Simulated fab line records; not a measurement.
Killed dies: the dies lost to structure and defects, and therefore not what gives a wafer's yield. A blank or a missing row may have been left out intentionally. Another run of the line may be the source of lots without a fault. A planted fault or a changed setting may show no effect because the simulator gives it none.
Which tool is to blame?	flow nandHarc	23 lots, 69 wafers sampled, at 6 steps of a route of 1159

== WHAT EACH GAUGE READ, for each wafer ==
No reading from a measuring or inspecting step in the record can be judged against a usual standard deviation.

== EACH LOT AND THE TOOL THAT RAN IT (in order: tool; ch and the chambers of the sampled wafers; start) ==
lot	NHARC_A_M0_CMP_23	NHARC_A_M0_DEP_32	NHARC_A_M1_ETCH_15	NHARC_A_BONDPAD_DEP_00	NHARC_A_BONDPAD_ETCH_34	NHARC_A_BONDPAD_ETCH_24
L074	cmp-01 ch 1,2,3, day 17 03:28	pecvd-03 ch 0,1,2, day 17 04:03	rieDiel-01 ch 0,2,3, day 17 09:05 or earlier	pecvd-01 ch 0,1,2, day 17 09:05	rieDiel-10 ch 0,1,3, day 17 10:29	rieDiel-10 ch 0,2,3, no start
L075	cmp-04 ch 1,2,3, day 17 23:20	pecvd-03 ch 1,2, day 18 00:05	rieDiel-01 ch 1,2,3, day 18 04:52 or earlier	pecvd-01 ch 1,2, day 18 04:52	rieDiel-10 ch 0,1,3, day 18 06:15	rieDiel-10 ch 0,2,3, no start
L076	cmp-03 ch 0,1,2, day 18 00:55	pecvd-04 ch 1,2, day 18 01:29	rieDiel-01 ch 0,3, day 18 06:35 or earlier	pecvd-02 ch 0,1,2, day 18 06:35	rieDiel-10 ch 2,3, day 18 07:55	rieDiel-05 ch 0,2,3, no start
L077	cmp-01 ch 0,1,3, day 18 01:40	pecvd-03 ch 0,1, day 18 02:16	rieDiel-03 ch 0,2,3, day 18 07:14 or earlier	pecvd-01 ch 1,2, day 18 07:14	rieDiel-10 ch 1,2, day 18 08:34	rieDiel-10 ch 1,2, no start
L078	cmp-03 ch 0,2, day 18 07:26	pecvd-03 ch 0,1,2, day 18 08:06	rieDiel-01 ch 0,2,3, day 18 13:02 or earlier	pecvd-02 ch 0,2, day 18 13:02	rieDiel-08 ch 0,1,3, day 18 14:24	rieDiel-08 ch 0,1,3, no start
L079	cmp-03 ch 1,2,3, day 18 11:50	pecvd-02 ch 0,2, day 18 12:33	rieDiel-01 ch 1,2,3, day 18 17:23 or earlier	pecvd-02 ch 1,2, day 18 17:23	rieDiel-05 ch 0,1,2, day 18 18:55	rieDiel-05 ch 1,2,3, no start
L080	cmp-04 ch 1,2,3, day 18 16:47	pecvd-04 ch 0,1, day 18 17:27	rieDiel-01 ch 0,1,3, day 18 22:25 or earlier	pecvd-02 ch 0,2, day 18 22:25	rieDiel-05 ch 0,1,2, day 18 23:57	rieDiel-05 ch 1,2,3, no start
L081	cmp-03 ch 0,1,3, day 19 00:56	pecvd-02 ch 1,2, day 19 01:34	rieDiel-06 ch 1,2,3, day 19 06:12 or earlier	pecvd-01 ch 0,1, day 19 06:12	rieDiel-10 ch 1,2,3, day 19 07:40	rieDiel-10 ch 0,1,2, no start
L083	cmp-01 ch 0,1,3, day 20 01:35	pecvd-02 ch 0,1, day 20 02:12	rieDiel-01 ch 0,1,2, day 20 08:19 or earlier	pecvd-02 ch 0,1, day 20 08:19 or earlier	rieDiel-05 ch 1,2,3, day 20 08:19	rieDiel-05 ch 0,2,3, no start
L082	cmp-04 ch 0,2,3, day 20 01:38	pecvd-04 ch 0,1,2, day 20 02:18	rieDiel-06 ch 0,2,3, day 20 07:19 or earlier	pecvd-03 ch 0,2, day 20 07:19	rieDiel-10 ch 0,1,3, day 20 08:59	rieDiel-05 ch 1,2,3, no start
L087	cmp-03 ch 0,2,3, day 20 07:56	pecvd-02 ch 0,2, day 20 08:32	rieDiel-06 ch 1,2,3, day 20 13:16 or earlier	pecvd-01 ch 1,2, day 20 13:16	rieDiel-10 ch 0,2,3, day 20 14:40	rieDiel-10 ch 1,2,3, no start
L084	cmp-03 ch 1,2,3, day 20 17:37	pecvd-02 ch 0,1, day 20 18:18	rieDiel-03 ch 0,3, day 20 22:58 or earlier	pecvd-01 ch 1,2, day 20 22:58	rieDiel-10 ch 1,2,3, day 21 00:19	rieDiel-10 ch 2,3, no start
L086	cmp-03 ch 0,1,3, day 20 17:52	pecvd-02 ch 0,1, day 20 18:36	rieDiel-01 ch 0,2,3, day 20 23:14 or earlier	pecvd-01 ch 0,1, day 20 23:14	rieDiel-05 ch 0,2, day 21 00:47	rieDiel-10 ch 0,1,2, no start
L085	cmp-03 ch 0,1, day 21 08:53	pecvd-03 ch 0,2, day 21 09:32	rieDiel-06 ch 0,1,3, day 21 14:16 or earlier	pecvd-01 ch 0,2, day 21 14:16	rieDiel-10 ch 0,1,2, day 21 15:48	rieDiel-10 ch 0,1,3, no start
L090	cmp-04 ch 0,1, day 21 23:17	pecvd-04 ch 0,2, day 21 23:55	rieDiel-01 ch 0,2,3, day 22 04:42 or earlier	pecvd-01 ch 0,2, day 22 04:42	rieDiel-10 ch 1,2, day 22 06:11	rieDiel-05 ch 1,2, day 22 06:41
L089	cmp-03 ch 0,1,2, day 21 23:45	pecvd-03 ch 0,1, day 22 00:21	rieDiel-03 ch 0,1,2, day 22 05:08 or earlier	pecvd-01 ch 0,1,2, day 22 05:08	rieDiel-08 ch 0,2,3, day 22 06:41	rieDiel-10 ch 1,2,3, no start
L093	cmp-04 ch 0,1,3, day 22 05:32	pecvd-04 ch 0,1,2, day 22 06:05	rieDiel-03 ch 2,3, day 22 12:11 or earlier	pecvd-03 ch 0,1, day 22 12:11 or earlier	rieDiel-08 ch 0,3, day 22 12:11	rieDiel-10 ch 0,2,3, no start
L092	cmp-01 ch 0,2, day 22 07:31	pecvd-03 ch 0,1,2, day 22 08:06	rieDiel-06 ch 1,2,3, day 22 14:49 or earlier	pecvd-03 ch 0,1,2, day 22 14:49 or earlier	rieDiel-10 ch 0,1,3, day 22 14:49	rieDiel-10 ch 0,2,3, no start
L094	cmp-01 ch 2,3, day 22 15:42	pecvd-04 ch 0,1, day 22 16:19	rieDiel-01 ch 0,2,3, day 22 22:34 or earlier	pecvd-03 ch 0,2, day 22 22:34 or earlier	rieDiel-10 ch 0,1, day 22 22:34	rieDiel-10 ch 0,1,2, no start
L091	cmp-01 ch 1,3, day 23 02:35	pecvd-03 ch 0,1,2, day 23 03:13	rieDiel-03 ch 1,2, day 23 07:50 or earlier	pecvd-01 ch 1,2, day 23 07:50	rieDiel-05 ch 1,3, day 23 09:22	rieDiel-08 ch 0,1,3, no start
L096	cmp-01 ch 1,2,3, day 23 03:19	pecvd-03 ch 1,2, day 23 03:58	rieDiel-01 ch 0,1,2, day 23 09:10 or earlier	pecvd-01 ch 0,2, day 23 09:10	rieDiel-08 ch 1,2,3, day 23 10:34	rieDiel-08 ch 0,1,2, no start
L097	cmp-04 ch 0,2,3, day 23 05:34	pecvd-02 ch 1,2, day 23 06:14	rieDiel-01 ch 0,2,3, day 23 12:25 or earlier	pecvd-03 ch 0,1, day 23 12:25 or earlier	rieDiel-10 ch 0,1,2, day 23 12:25	rieDiel-10 ch 1,2,3, no start
L095	cmp-04 ch 0,1,2, day 23 08:34	pecvd-03 ch 1,2, day 23 09:40	rieDiel-03 ch 0,2,3, day 23 15:39 or earlier	pecvd-02 ch 1,2, day 23 15:39 or earlier	rieDiel-10 ch 0,3, day 23 15:39	rieDiel-05 ch 1,2, no start
- NHARC_A_M0_CMP_23: polishes, t overpolish 20 s, target thk 113.75 nm.
- NHARC_A_M0_DEP_32: deposits SiCN, target thk 30 nm.
- NHARC_A_M1_ETCH_15: etches the open film in C4F8/Ar, target depth 182.5 nm, time 91.2 s.
- NHARC_A_BONDPAD_DEP_00: deposits SiCN, target thk 250 nm.
- NHARC_A_BONDPAD_ETCH_34: etches the open film in N2/H2, target depth 60 nm, overetch 18 nm, time 65.91 s.
- NHARC_A_BONDPAD_ETCH_24: etches the open film in CF4/N2, target depth 30 nm, time 72.99 s.

== WHAT THE TOOLS THEMSELVES READ (means of the sampled wafers that have a number; where no wafer has one, the mark that the record gives instead) ==
NHARC_A_M0_CMP_23. Usual: motorCurrentA 12.8 A, standard deviation 1; timeToEndpointS 28.8 s, standard deviation 2.6.
lot	tool	motorCurrentA (A)	timeToEndpointS (s)	flag
L074	cmp-01	13.2	30.8	
L075	cmp-04	13.4	27.9	
L076	cmp-03	13.4	28.3	
L077	cmp-01	12.8	34.7	
L078	cmp-03	12.9	26.9	
L079	cmp-03	12.2	28.7	
L080	cmp-04	13.2	31.7	
L081	cmp-03	12.7	27.5	
L083	cmp-01	12.9	31.2	
L082	cmp-04	13.2	25.0	
L087	cmp-03	12.4	28.3	
L084	cmp-03	12.8	28.0	
L086	cmp-03	12.9	24.7	
L085	cmp-03	13.8	28.7	
L090	cmp-04	12.2	28.5	
L089	cmp-03	13.5	28.9	
L093	cmp-04	12.7	27.6	
L092	cmp-01	12.2	29.1	
L094	cmp-01	12.8	28.5	
L091	cmp-01	13.4	32.4	
L096	cmp-01	13.0	28.6	
L097	cmp-04	13.1	25.7	
L095	cmp-04	12.8	31.9	

NHARC_A_M0_DEP_32. Usual: chamberPressureTorr 2.999 Torr, standard deviation 0.0069; heaterPowerW 549 W, standard deviation 70; rfFwdPowerW 449.1 W, standard deviation 1.4.
lot	tool	chamberPressureTorr (Torr)	heaterPowerW (W)	rfFwdPowerW (W)	flag
L074	pecvd-03	2.996	574	448.2	
L075	pecvd-03	3.003	580	447.6	
L076	pecvd-04	3.000	522	447.5	
L077	pecvd-03	2.999	658	449.4	
L078	pecvd-03	2.995	573	449.2	
L079	pecvd-02	2.997	503	449.5	
L080	pecvd-04	3.004	532	448.1	
L081	pecvd-02	3.004	537	449.9	
L083	pecvd-02	2.999	522	449.2	
L082	pecvd-04	2.998	546	449.6	
L087	pecvd-02	2.994	530	448.3	
L084	pecvd-02	2.999	528	450.4	
L086	pecvd-02	3.011	596	448.4	
L085	pecvd-03	2.996	481	448.2	
L090	pecvd-04	2.996	602	449.6	
L089	pecvd-03	2.999	629	449.9	
L093	pecvd-04	3.002	556	449.1	
L092	pecvd-03	3.001	548	449.8	
L094	pecvd-04	2.998	499	450.4	
L091	pecvd-03	3.000	509	449.5	
L096	pecvd-03	2.987	584	449.9	
L097	pecvd-02	2.993	579	449.8	
L095	pecvd-03	2.996	556	449.4	

NHARC_A_M1_ETCH_15. Usual: oesProductAu 0.952 a.u., standard deviation 0.021; rfFwdPowerW 596.2 W, standard deviation 2.1; rfVppV 439.9 V, standard deviation 2.2.
lot	tool	oesProductAu (a.u.)	rfFwdPowerW (W)	rfVppV (V)	flag
L074	rieDiel-01	0.972	595.7	439.3	
L075	rieDiel-01	0.965	596.8	440.4	
L076	rieDiel-01	0.926	596.5	438.4	
L077	rieDiel-03	0.975	597.0	441.0	
L078	rieDiel-01	0.967	595.7	438.6	
L079	rieDiel-01	0.925	595.7	440.5	
L080	rieDiel-01	0.975	594.9	440.0	
L081	rieDiel-06	0.963	596.0	438.8	
L083	rieDiel-01	0.914	595.1	438.8	
L082	rieDiel-06	0.968	595.0	439.5	
L087	rieDiel-06	0.976	596.1	438.6	
L084	rieDiel-03	0.938	595.4	440.3	
L086	rieDiel-01	0.932	596.2	439.2	
L085	rieDiel-06	0.962	596.7	439.3	
L090	rieDiel-01	0.968	597.1	438.3	
L089	rieDiel-03	0.930	594.5	440.9	
L093	rieDiel-03	0.934	597.7	441.2	
L092	rieDiel-06	0.966	594.9	439.0	
L094	rieDiel-01	0.970	596.1	438.7	
L091	rieDiel-03	0.927	595.7	442.0	
L096	rieDiel-01	0.954	595.9	439.3	
L097	rieDiel-01	0.970	595.0	439.2	
L095	rieDiel-03	0.922	597.3	440.5	

NHARC_A_BONDPAD_DEP_00. Usual: chamberPressureTorr 3.000 Torr, standard deviation 0.0067; heaterPowerW 579 W, standard deviation 78; rfFwdPowerW 449.0 W, standard deviation 1.4.
lot	tool	chamberPressureTorr (Torr)	heaterPowerW (W)	rfFwdPowerW (W)	flag
L074	pecvd-01	3.000	583	450.0	
L075	pecvd-01	3.005	558	448.8	
L076	pecvd-02	3.003	551	449.3	
L077	pecvd-01	2.996	650	446.7	
L078	pecvd-02	2.999	502	449.6	
L079	pecvd-02	3.004	538	447.9	
L080	pecvd-02	2.997	525	448.2	
L081	pecvd-01	2.994	649	448.8	
L083	pecvd-02	3.001	590	449.7	
L082	pecvd-03	3.001	494	447.3	
L087	pecvd-01	2.996	592	449.4	
L084	pecvd-01	3.000	592	448.9	
L086	pecvd-01	2.995	591	448.4	
L085	pecvd-01	2.996	612	449.4	
L090	pecvd-01	2.998	542	451.9	
L089	pecvd-01	3.003	587	447.9	
L093	pecvd-03	2.993	639	448.0	
L092	pecvd-03	2.999	561	449.0	
L094	pecvd-03	3.009	553	450.4	
L091	pecvd-01	2.999	608	448.0	
L096	pecvd-01	3.004	567	449.6	
L097	pecvd-03	3.003	656	448.1	
L095	pecvd-02	3.002	588	448.8	

NHARC_A_BONDPAD_ETCH_34. Usual: drypumpMotorCurrentA 6.0 A, standard deviation 0.37; oesProductAu 1.000 a.u., standard deviation 0.0088; rfFwdPowerW 396.0 W, standard deviation 1.4; rfVppV 431.2 V, standard deviation 1.9; showerheadPlenumPTorr 2.07 Torr, standard deviation 0.064; throttleValvePct 14.170 %, standard deviation 0.008.
lot	tool	drypumpMotorCurrentA (A)	oesProductAu (a.u.)	rfFwdPowerW (W)	rfVppV (V)	showerheadPlenumPTorr (Torr)	throttleValvePct (%)	flag
L074	rieDiel-10	5.9	0.989	395.7	430.5	2.06	14.180	
L075	rieDiel-10	5.9	0.995	398.3	431.7	2.06	14.171	
L076	rieDiel-10	6.3	0.999	395.4	429.8	2.01	14.172	
L077	rieDiel-10	6.4	0.996	396.2	429.9	2.03	14.184	
L078	rieDiel-08	5.8	0.999	394.6	429.0	1.98	14.167	
L079	rieDiel-05	5.9	1.012	394.1	432.3	2.13	14.167	
L080	rieDiel-05	5.9	1.009	395.6	433.3	2.13	14.171	
L081	rieDiel-10	6.2	0.992	397.3	430.4	2.04	14.166	
L083	rieDiel-05	5.8	1.005	396.6	433.1	2.13	14.169	
L082	rieDiel-10	5.9	0.995	397.6	430.8	2.06	14.174	
L087	rieDiel-10	6.0	1.006	396.2	430.6	2.03	14.176	
L084	rieDiel-10	6.2	0.996	395.7	430.9	2.04	14.162	
L086	rieDiel-05	6.3	1.000	396.2	432.4	2.11	14.181	
L085	rieDiel-10	6.1	0.991	396.3	430.2	2.05	14.165	
L090	rieDiel-10	6.3	0.998	394.9	431.1	2.06	14.167	
L089	rieDiel-08	5.7	1.010	396.4	432.4	2.07	14.172	
L093	rieDiel-08	6.0	0.983	397.1	429.9	2.04	14.175	
L092	rieDiel-10	5.9	0.991	396.8	430.3	2.06	14.166	
L094	rieDiel-10	6.0	1.002	396.1	431.0	2.08	14.165	
L091	rieDiel-05	5.7	1.008	395.4	433.9	2.15	14.166	
L096	rieDiel-08	5.4	1.007	395.4	432.5	2.10	14.167	
L097	rieDiel-10	6.1	1.005	397.0	430.9	2.05	14.170	
L095	rieDiel-10	5.7	1.002	396.7	430.7	2.05	14.165	

NHARC_A_BONDPAD_ETCH_24. Usual: drypumpMotorCurrentA 6.0 A, standard deviation 0.38; oesProductAu 0.999 a.u., standard deviation 0.0078; rfFwdPowerW 297.2 W, standard deviation 1.1; rfVppV 314.8 V, standard deviation 1.4; showerheadPlenumPTorr 2.67 Torr, standard deviation 0.072; throttleValvePct 19.793 %, standard deviation 0.0089.
lot	tool	drypumpMotorCurrentA (A)	oesProductAu (a.u.)	rfFwdPowerW (W)	rfVppV (V)	showerheadPlenumPTorr (Torr)	throttleValvePct (%)	flag
L074	rieDiel-10	6.0	0.992	297.4	314.7	2.62	19.799	
L075	rieDiel-10	6.0	0.988	297.9	313.3	2.62	19.792	
L076	rieDiel-05	6.2	0.998	297.0	315.3	2.73	19.789	
L077	rieDiel-10	6.4	0.988	297.2	313.9	2.62	19.793	
L078	rieDiel-08	5.8	0.997	296.9	313.3	2.56	19.789	
L079	rieDiel-05	5.8	1.004	296.8	315.5	2.74	19.787	
L080	rieDiel-05	5.8	1.010	296.7	316.0	2.74	19.792	
L081	rieDiel-10	6.1	0.991	296.7	314.9	2.64	19.794	
L083	rieDiel-05	6.1	1.006	296.8	316.3	2.73	19.796	
L082	rieDiel-05	5.8	1.009	297.0	316.3	2.74	19.790	
L087	rieDiel-10	6.2	0.999	297.5	314.5	2.63	19.795	
L084	rieDiel-10	6.1	0.993	297.5	314.3	2.61	19.796	
L086	rieDiel-10	6.1	0.999	297.5	313.7	2.64	19.790	
L085	rieDiel-10	5.9	0.999	298.4	314.5	2.65	19.786	
L090	rieDiel-05	5.9	1.006	297.0	315.0	2.71	19.791	
L089	rieDiel-10	6.2	0.995	297.0	314.4	2.63	19.791	
L093	rieDiel-10	6.0	1.000	297.4	314.2	2.61	19.798	
L092	rieDiel-10	6.0	0.995	297.6	313.8	2.61	19.793	
L094	rieDiel-10	6.1	0.996	298.0	314.7	2.63	19.798	
L091	rieDiel-08	5.8	0.992	297.4	314.2	2.67	19.791	
L096	rieDiel-08	5.7	0.995	296.9	317.0	2.76	19.797	
L097	rieDiel-10	6.2	1.000	296.4	314.3	2.63	19.798	
L095	rieDiel-05	5.6	1.011	298.2	315.8	2.73	19.799	

== THE ANSWER, worked out from the rows above alone ==
Rule: lot off if the mean of its wafers having a number is beyond 3 standard deviations from the usual mean. Also off: a lot with no number at a reading for which 4 or more lots have one. All remaining lots with rows at the step are treated as sound. After the gauges, taken in route order, come the tools' own readings; for these a lot's mean is taken, as printed above. At the first step where some lot is off, the reading lying furthest off is the one used; lots without a number count as furthest.
No lot is off on any of the readings shown, so nothing can be concluded from this.

== WHAT HAD BEEN PUT IN BY THE SIMULATOR ==
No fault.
